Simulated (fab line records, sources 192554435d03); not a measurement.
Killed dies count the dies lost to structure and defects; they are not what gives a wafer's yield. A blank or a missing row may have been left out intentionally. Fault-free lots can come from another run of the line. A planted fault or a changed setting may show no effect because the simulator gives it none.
Matching of chambers ; flow n5-finfet ; N5_PMOS_HMC_CHANNEL_EPI_ETCH_38 on rie-si-02 has 4 sister chambers
The step etches SiO2 in CF4, target depth 1.5 nm. 4 wafers are shown with their chamber, then 11 later ones without.

WAFERS WITH THEIR CHAMBER
wafer;chamber;throttle-valve-pct (%)
L086.2;1;22.09
L086.4;0;22.54
L086.6;2;21.64
L089.1;3;21.46

WAFERS MISSING THEIR CHAMBER
wafer;throttle-valve-pct (%)
L089.4;22.10
L089.6;21.63
L094.1;21.48
L094.2;21.62
L094.3;22.55
L094.4;22.09
L094.5;22.55
L094.6;21.48
L097.3;21.49
L097.5;21.63
L097.6;21.47

CHAMBER TAKEN BY EACH
wafer;from the rows above;in truth
L089.4;1;1
L089.6;2;2
L094.1;3;3
L094.2;2;2
L094.3;0;0
L094.4;1;1
L094.5;0;0
L094.6;3;3
L097.3;3;3
L097.5;2;2
L097.6;3;3
11 of 11 placed correctly. From these rows, 0 cannot be placed. Wrongly placed: 0.
How it was worked out, from the rows above alone: a wafer's distance from a chamber is the root of the sum, over the readings, of the square of ((its reading less the chamber's mean) divided by the reading's scatter). If the next closest chamber is less than 2 further off than the closest, the wafer can't be placed; otherwise it belongs to the closest. The mean given for a chamber averages the wafers shown for that chamber. The scatter: root of mean squared gap, hidden wafer to nearest shown wafer, with one shown wafer a chamber.
